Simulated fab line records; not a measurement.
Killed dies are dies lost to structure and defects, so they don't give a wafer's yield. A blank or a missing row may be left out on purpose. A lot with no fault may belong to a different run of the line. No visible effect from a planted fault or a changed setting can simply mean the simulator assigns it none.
Which tool was responsible? | flow n5-finfet | 27 wafers from 9 lots sampled at 6 of the route's 1938 steps

== WHAT EACH GAUGE READ, for each wafer ==
N5_BEOL_M4_CD_MEAS_11: the cd target is 16.79 nm. Usual: cd-nm reads 16.71 nm (standard deviation 0.24).
lot  | measured     | on        | cd-nm (nm)        | flag
L176 | day 8 16:30  | cd-sem-01 | 16.82 16.82 17.10 |
L179 | day 9 00:52  | cd-sem-03 | 16.54 16.39 16.68 |
L184 | day 9 23:07  | cd-sem-03 | 16.53 16.82 17.10 |
L191 | day 12 04:35 | cd-sem-02 | 16.91 17.21 16.87 |
L193 | day 12 08:16 | cd-sem-02 | 17.27 16.80 17.05 |
L192 | day 12 14:30 | cd-sem-02 | 16.70 16.84 16.92 |
L194 | day 12 17:37 | cd-sem-02 | 16.83 17.25 16.93 |
L197 | day 14 00:37 | cd-sem-02 | 16.49 16.61 16.70 |
L199 | day 14 12:25 | cd-sem-02 | 16.24 16.60 16.35 |

N5_BEOL_M4_INSPECT_30: inspects for defects (brightfield). Usual: raw-defect-count reads 375 (standard deviation 78).
lot  | measured     | on                | raw-defect-count | flag
L176 | day 8 17:52  | defect-inspect-01 | 369 336 360      |
L179 | day 9 02:02  | defect-inspect-01 | 429 364 236      |
L184 | day 10 00:18 | defect-inspect-01 | 402 314 265      |
L191 | day 12 07:14 | defect-inspect-01 | 1452 1472 1412   | OFF
L193 | day 12 09:19 | defect-inspect-01 | 1581 1506 1496   | OFF
L192 | day 12 15:41 | defect-inspect-02 | 1590 1628 1573   | OFF
L194 | day 12 18:44 | defect-inspect-02 | 470 435 568      |
L197 | day 14 01:35 | defect-inspect-01 | 491 476 487      |
L199 | day 14 13:34 | defect-inspect-02 | 418 249 337      |

N5_BEOL_M4_RC_MEAS_101. Usual: DIBL_N 36.4 mV/V, standard deviation 1.9; DIBL_P 35.8 mV/V, standard deviation 2.1; IOFF_N 0.158 nA/um, standard deviation 0.029; IOFF_P 0.21 nA/um, standard deviation 0.035; ION_N 676 uA/um, standard deviation 14; ION_P 465 uA/um, standard deviation 9.7; SS_N 71.5 mV/dec, standard deviation 0.66; SS_P 73.4 mV/dec, standard deviation 0.7; VT_N 249.8 mV, standard deviation 3; VT_P -250 mV, standard deviation 3.3.
lot  | measured     | on        | DIBL_N (mV/V)  | DIBL_P (mV/V)  | IOFF_N (nA/um)    | IOFF_P (nA/um) | ION_N (uA/um) | ION_P (uA/um) | SS_N (mV/dec)  | SS_P (mV/dec)  | VT_N (mV)         | VT_P (mV)      | flag
L176 | day 9 10:20  | prober-01 | 38.5 37.8 37.9 | 39.9 36.8 37.4 | 0.219 0.196 0.190 | 0.27 0.21 0.21 | 677 677 665   | 463 455 452   | 71.9 72.8 72.8 | 75.0 73.8 74.1 | 242.7 249.7 250.0 | -249 -251 -253 |
L179 | day 9 17:47  | prober-01 | 37.6 35.9 36.8 | 38.6 36.5 36.9 | 0.163 0.137 0.157 | 0.19 0.17 0.17 | 661 650 659   | 446 443 446   | 70.9 71.0 71.7 | 73.8 73.6 73.1 | 250.5 253.8 250.6 | -253 -256 -257 |
L184 | day 11 02:13 | prober-02 | 36.7 33.3 37.8 | 36.4 32.6 36.6 | 0.161 0.110 0.167 | 0.22 0.17 0.23 | 684 675 667   | 468 465 461   | 72.4 70.9 72.5 | 73.9 72.2 73.8 | 250.9 255.0 252.5 | -247 -251 -246 |
L191 | day 12 18:44 | prober-02 | 35.6 36.3 34.5 | 34.7 35.7 33.4 | 0.148 0.159 0.129 | 0.19 0.20 0.17 | 680 682 666   | 468 463 455   | 71.1 71.1 71.4 | 72.9 73.4 72.7 | 250.3 249.3 252.4 | -252 -249 -252 |
L193 | day 12 22:31 | prober-02 | 38.4 36.3 36.8 | 38.6 36.6 37.9 | 0.208 0.156 0.164 | 0.30 0.24 0.27 | 694 656 680   | 479 460 471   | 71.9 71.5 71.6 | 73.8 73.0 73.5 | 245.0 250.2 246.9 | -243 -246 -244 |
L192 | day 13 14:19 | prober-02 | 37.2 35.7 38.0 | 36.5 33.7 36.4 | 0.184 0.157 0.185 | 0.24 0.20 0.23 | 702 689 687   | 483 468 467   | 71.8 71.6 72.3 | 73.5 72.7 73.7 | 245.4 246.4 245.8 | -248 -250 -250 |
L194 | day 13 18:32 | prober-02 | 35.8 35.2 34.1 | 34.8 34.1 31.6 | 0.155 0.142 0.117 | 0.21 0.19 0.16 | 671 666 656   | 469 459 448   | 71.1 71.3 71.0 | 73.4 73.4 72.0 | 250.0 251.1 250.5 | -249 -248 -251 |
L197 | day 14 17:02 | prober-01 | 36.4 37.4 35.7 | 37.0 37.0 35.5 | 0.159 0.168 0.139 | 0.23 0.22 0.21 | 691 676 679   | 473 466 472   | 70.7 71.6 71.5 | 73.3 73.9 73.3 | 250.1 248.1 253.4 | -250 -250 -250 |
L199 | day 15 10:07 | prober-01 | 33.6 31.6 30.2 | 33.7 31.8 30.0 | 0.126 0.110 0.091 | 0.18 0.16 0.14 | 668 667 652   | 463 462 455   | 72.0 70.6 70.8 | 72.9 72.2 71.9 | 252.8 253.3 257.4 | -250 -254 -254 |

== TOOL THAT RAN EACH LOT (tool first, then ch and the chambers of the sampled wafers, then the start) ==
lot  | N5_BEOL_M4_ETCH_74                 | N5_BEOL_M4_STRIP_19                | N5_BEOL_M4_TRENCH_ETCH_37
L176 | rie-diel-04 ch 2,3, day 8 17:02    | rie-diel-04 ch 1,2,3, day 8 17:23  | rie-diel-05 ch 0,1,3, day 9 10:20 or earlier
L179 | rie-diel-05 ch 0,1, day 9 01:01    | rie-diel-04 ch 0,1, day 9 01:26    | rie-diel-04 ch 0,1,3, day 9 17:47 or earlier
L184 | rie-diel-04 ch 0,1,3, day 9 23:17  | rie-diel-05 ch 1,2,3, day 9 23:41  | rie-diel-03 ch 0,1,3, day 11 02:13 or earlier
L191 | rie-diel-03 ch 1,2,3, day 12 06:20 | rie-diel-04 ch 1,3, day 12 06:46   | rie-diel-03 ch 0,1,3, day 12 18:44 or earlier
L193 | rie-diel-04 ch 1,2,3, day 12 08:26 | rie-diel-04 ch 0,1,2, day 12 08:50 | rie-diel-03 ch 0,2,3, day 12 22:31 or earlier
L192 | rie-diel-05 ch 0,1,3, day 12 14:44 | rie-diel-04 ch 0,1,3, day 12 15:11 | rie-diel-03 ch 0,1,3, day 13 14:19 or earlier
L194 | rie-diel-04 ch 0,2, day 12 17:54   | rie-diel-03 ch 0,1,3, day 12 18:14 | rie-diel-03 ch 0,1,3, day 13 18:32 or earlier
L197 | rie-diel-03 ch 0,2,3, day 14 00:47 | rie-diel-03 ch 0,2,3, day 14 01:07 | rie-diel-03 ch 0,2,3, day 14 17:02 or earlier
L199 | rie-diel-05 ch 0,1, day 14 12:35   | rie-diel-05 ch 1,2, day 14 12:55   | rie-diel-04 ch 0,1, day 15 10:07 or earlier
- N5_BEOL_M4_ETCH_74: etches underlayer in N2/H2, target depth 6.5 nm, time 5.2 s.
- N5_BEOL_M4_STRIP_19: strips in O2.
- N5_BEOL_M4_TRENCH_ETCH_37: etches SiOC in C4F6/O2, target depth 55.555 nm, time 29.2 s.

== AS READ BY THE TOOLS THEMSELVES (means over the sampled wafers that have a number; for cases with no such wafer, the mark the record gives instead) ==
N5_BEOL_M4_ETCH_74. Usual: drypump-motor-current-A 5.6 A, standard deviation 0.59; etch-rf-on-time-s 5.15 s, standard deviation 0.1; oes-product-au 0.69 a.u., standard deviation 0.062; rf-vpp-V 524.5 V, standard deviation 2.6; showerhead-plenum-p-Torr 2.56 Torr, standard deviation 0.084; throttle-valve-pct 17.88 %, standard deviation 0.28.
lot  | tool        | drypump-motor-current-A (A) | etch-rf-on-time-s (s) | oes-product-au (a.u.) | rf-vpp-V (V) | showerhead-plenum-p-Torr (Torr) | throttle-valve-pct (%) | flag
L176 | rie-diel-04 | 5.3                         | 5.35                  | 0.60                  | 521.7        | 2.47                            | 17.90                  |
L179 | rie-diel-05 | 5.4                         | 5.21                  | 0.66                  | 525.9        | 2.62                            | 18.02                  |
L184 | rie-diel-04 | 6.2                         | 5.24                  | 0.67                  | 526.0        | 2.58                            | 17.89                  |
L191 | rie-diel-03 | 5.0                         | 5.12                  | 0.70                  | 522.9        | 2.47                            | 17.97                  |
L193 | rie-diel-04 | 5.8                         | 5.18                  | 0.71                  | 526.5        | 2.63                            | 17.68                  |
L192 | rie-diel-05 | 5.4                         | 5.20                  | 0.66                  | 524.8        | 2.56                            | 17.89                  |
L194 | rie-diel-04 | 5.3                         | 5.10                  | 0.73                  | 525.7        | 2.63                            | 17.71                  |
L197 | rie-diel-03 | 5.3                         | 5.21                  | 0.70                  | 524.0        | 2.55                            | 17.85                  |
L199 | rie-diel-05 | 5.2                         | 5.14                  | 0.66                  | 526.5        | 2.59                            | 17.98                  |

N5_BEOL_M4_STRIP_19. Usual: drypump-motor-current-A 5.6 A, standard deviation 0.58; oes-product-au 0.81 a.u., standard deviation 0.073; rf-vpp-V 3.7 V, standard deviation 0.45; showerhead-plenum-p-Torr 2.11 Torr, standard deviation 0.065; throttle-valve-pct 16.59 %, standard deviation 0.26.
lot  | tool        | drypump-motor-current-A (A) | oes-product-au (a.u.) | rf-vpp-V (V) | showerhead-plenum-p-Torr (Torr) | throttle-valve-pct (%) | flag
L176 | rie-diel-04 | 5.8                         | 0.78                  | 3.4          | 2.09                            | 16.62                  |
L179 | rie-diel-04 | 6.3                         | 0.85                  | 3.2          | 2.12                            | 16.45                  |
L184 | rie-diel-05 | 5.9                         | 0.79                  | 3.4          | 2.10                            | 16.59                  |
L191 | rie-diel-04 | 6.3                         | 0.82                  | 3.4          | 2.14                            | 16.47                  |
L193 | rie-diel-04 | 5.8                         | 0.82                  | 3.3          | 2.14                            | 16.56                  |
L192 | rie-diel-04 | 6.2                         | 0.76                  | 4.1          | 2.12                            | 16.77                  |
L194 | rie-diel-03 | 5.1                         | 0.83                  | 3.6          | 2.09                            | 16.58                  |
L197 | rie-diel-03 | 5.3                         | 0.82                  | 4.0          | 2.10                            | 16.63                  |
L199 | rie-diel-05 | 5.9                         | 0.72                  | 3.7          | 2.12                            | 16.78                  |

N5_BEOL_M4_TRENCH_ETCH_37. Usual: O2_flow_sccm 10.00 sccm, standard deviation 0.031; drypump-motor-current-A 5.5 A, standard deviation 0.59; mfc-ar-sccm 299.8 sccm, standard deviation 0.95; oes_ar_750_au 0.81 a.u., standard deviation 0.067; oes-product-au 0.82 a.u., standard deviation 0.073; rf-vpp-V 664 V, standard deviation 14; showerhead-plenum-p-Torr 2.88 Torr, standard deviation 0.095; throttle-valve-pct 20.92 %, standard deviation 0.26.
lot  | tool        | O2_flow_sccm (sccm) | drypump-motor-current-A (A) | mfc-ar-sccm (sccm) | oes_ar_750_au (a.u.) | oes-product-au (a.u.) | rf-vpp-V (V) | showerhead-plenum-p-Torr (Torr) | throttle-valve-pct (%) | flag
L176 | rie-diel-05 | 10.03               | 5.4                         | 298.8              | 0.81                 | 0.81                  | 660          | 2.86                            | 20.77                  |
L179 | rie-diel-04 | 9.99                | 6.2                         | 299.2              | 0.79                 | 0.78                  | 655          | 2.91                            | 21.01                  |
L184 | rie-diel-03 | 10.01               | 5.2                         | 299.7              | 0.85                 | 0.86                  | 672          | 2.86                            | 20.87                  |
L191 | rie-diel-03 | 9.97                | 5.2                         | 300.5              | 0.83                 | 0.84                  | 670          | 2.86                            | 20.89                  |
L193 | rie-diel-03 | 10.00               | 5.3                         | 300.2              | 0.83                 | 0.84                  | 667          | 2.86                            | 20.87                  |
L192 | rie-diel-03 | 10.03               | 5.2                         | 299.5              | 0.82                 | 0.83                  | 670          | 2.85                            | 20.90                  |
L194 | rie-diel-03 | 10.03               | 5.2                         | 299.7              | 0.82                 | 0.83                  | 671          | 2.85                            | 20.89                  |
L197 | rie-diel-03 | 10.00               | 5.3                         | 299.5              | 0.81                 | 0.82                  | 668          | 2.85                            | 20.89                  |
L199 | rie-diel-04 | 10.04               | 6.2                         | 300.1              | 0.74                 | 0.74                  | 653          | 2.86                            | 21.16                  |

== THE ANSWER, worked out from the rows above alone ==
Rule: take the mean of a lot's wafers that have a number; if it is more than 3 standard deviations from the usual mean, the lot is off. A lot without any number at a reading at which 4 lots or more have one is off too. The other lots that the step has rows for count as sound. The gauges are gone through in route order, then the tools' own readings, and for those a lot's mean is taken as printed above. The first step at which some lot is off is used, and at that step the reading that is off furthest; a lot without a number counts as furthest.
Off at N5_BEOL_M4_INSPECT_30 (raw-defect-count): L191, L193, L192.
If a tool, at a process step before that reading, ran all the lots that are off and no sound lot after the first of them, it fits. Those tools and the gauges at N5_BEOL_M4_INSPECT_30 are tried in the same way. One fits: N5_BEOL_M4_STRIP_19 on rie-diel-04. A fault onset in the window from L179 (day 9 01:26, its last sound lot) to L191 (day 12 06:46, its first lot off) fits.

== WHAT THE SIMULATOR PUT IN ==
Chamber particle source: rie-diel-04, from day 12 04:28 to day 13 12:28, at N5_BEOL_M4_STRIP_19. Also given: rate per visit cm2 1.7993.
Struck lots among those shown: L191, L193, L192. The rule above reached the same finding.
